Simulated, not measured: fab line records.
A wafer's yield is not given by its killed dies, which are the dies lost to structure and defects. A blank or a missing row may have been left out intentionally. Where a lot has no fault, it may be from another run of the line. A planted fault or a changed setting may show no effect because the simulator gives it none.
Which tool did it? ; flow nand harc ; Sampling: 12 lots, 36 wafers, 6 of 1159 route steps

== WHAT EACH GAUGE READ, for each wafer ==
NHARC_P_M2_INSPECT_27.
lot;measured;on;raw defect count
L075;day 7 04:58;defect inspect-02;580 362 407
L077;day 7 04:55;defect inspect-01;158 332 302
L079;day 7 14:59;defect inspect-02;123 178 173
L081;day 7 21:24;defect inspect-01;458 307 232
L084;day 8 21:26;defect inspect-01;375 332 200
L085;day 9 12:48;defect inspect-02;294 554 450
L086;day 9 13:52;defect inspect-02;464 438 354
L089;day 10 07:47;defect inspect-02;548 490 348
L091;day 10 20:10;defect inspect-02;273 383 262
L093;day 11 04:00;defect inspect-01;282 361 199
L095;day 11 22:02;defect inspect-01;281 339 250
L097;day 12 05:29;defect inspect-02;295 461 458

== EACH LOT AND THE TOOL THAT RAN IT (in order: tool; ch and the chambers of the sampled wafers; start) ==
lot;NHARC_P_GATE_DESCUM_48;NHARC_P_GATE_STRIP_113;NHARC_P_M1_ETCH_15;NHARC_P_M1_STRIP_18;NHARC_P_M2_PVD_20
L075;rie diel-07 ch 1,2, day 5 13:39;plasma asher-02 ch 0,1, day 5 17:44;rie diel-06 ch 1,2, day 6 22:07 or earlier;rie diel-04 ch 0,2,3, day 6 22:07;pvd sputter-02, day 7 04:58 or earlier
L077;rie diel-13 ch 0,1,3, day 5 20:02;plasma asher-02 ch 0,1, day 6 00:10;rie diel-06 ch 0,1,3, day 6 22:28 or earlier;rie diel-10 ch 0,1,2, day 6 22:28;pvd sputter-01, day 7 04:55 or earlier
L079;rie diel-01 ch 1,2,3, day 6 11:03;plasma asher-02 ch 0,1, day 6 14:46;rie diel-04 ch 0,2, day 7 08:41 or earlier;rie diel-06 ch 1,2,3, day 7 08:41;pvd sputter-01, day 7 14:59 or earlier
L081;rie diel-07 ch 0,1,2, day 6 20:22;plasma asher-01 ch 0,1, day 7 00:22;rie diel-04 ch 1,3, day 7 15:00 or earlier;rie diel-06 ch 2,3, day 7 15:00;pvd sputter-02, day 7 21:24 or earlier
L084;rie diel-13 ch 0,2,3, day 7 14:29;plasma asher-02 ch 0,1, day 7 18:16;rie diel-06 ch 0,1, day 8 14:16 or earlier;rie diel-04 ch 0,1,3, day 8 14:16;pvd sputter-01, day 8 21:26 or earlier
L085;rie diel-07 ch 0,1,2, day 8 12:10;plasma asher-01 ch 0,1, day 8 16:17;rie diel-04 ch 2,3, day 9 06:25 or earlier;rie diel-04 ch 0,1, day 9 06:25;pvd sputter-02, day 9 12:48 or earlier
L086;rie diel-07 ch 0,1, day 8 12:52;plasma asher-01 ch 0,1, day 8 18:33;rie diel-04 ch 1,2, day 9 07:31 or earlier;rie diel-06 ch 0,2,3, day 9 07:31;pvd sputter-03, day 9 13:52 or earlier
L089;rie diel-01 ch 0,1,3, day 8 23:29;plasma asher-02 ch 0,1, day 9 03:21;rie diel-04 ch 2,3, day 10 01:33 or earlier;rie diel-10 ch 1,2,3, day 10 01:33;pvd sputter-03, day 10 07:47 or earlier
L091;rie diel-01 ch 0,2,3, day 9 18:52;plasma asher-02 ch 0,1, day 9 22:34;rie diel-10 ch 1,2,3, day 10 13:29 or earlier;rie diel-06 ch 1,2,3, day 10 13:29;pvd sputter-02, day 10 20:10 or earlier
L093;rie diel-13 ch 0,2,3, day 10 02:10;plasma asher-01 ch 0,1, day 10 06:00;rie diel-10 ch 0,1,3, day 10 21:17 or earlier;rie diel-04 ch 0,1,3, day 10 21:17;pvd sputter-02, day 11 04:00 or earlier
L095;rie diel-13 ch 0,1,3, day 10 18:46;plasma asher-01 ch 0,1, day 10 22:29;rie diel-10 ch 1,3, day 11 15:42 or earlier;rie diel-04 ch 0,1,3, day 11 15:42;pvd sputter-02, day 11 22:02 or earlier
L097;rie diel-01 ch 0,1,2, day 10 23:53;plasma asher-02 ch 0,1, day 11 03:43;rie diel-10 ch 0,1, day 11 23:04 or earlier;rie diel-06 ch 0,1,2, day 11 23:04;pvd sputter-02, day 12 05:29 or earlier
- NHARC_P_GATE_DESCUM_48: chemistry O2, time 3 s.
- NHARC_P_GATE_STRIP_113: strips in N2/H2, time 740 s.
- NHARC_P_M1_ETCH_15: etches the open film in C4F8/Ar, target depth 182.5 nm, time 91.2 s.
- NHARC_P_M1_STRIP_18: strips in N2/H2.
- NHARC_P_M2_PVD_20: deposits TaN, target thk 5 nm, time 8.06 s.

== THE ANSWER, worked out from the rows above alone ==
Rule: what is usual is taken from the lots themselves. Put in order of their means at a reading, lots are off if they are a third of the lots or fewer, leave a main group of 4 or more, and stand apart from it by a gap of 3 or more times the standard deviation of the main group's means; of several such gaps the widest counts. A main group whose means are all the same, to the digits that the tables above print for the reading, isn't used. Also off: a lot with no number at a reading for which 4 or more lots have one. Where the step has rows for the other lots, those lots are counted as sound.
None of the lots is off at any reading shown; this tells nothing.

== WHAT THE SIMULATOR PUT IN ==
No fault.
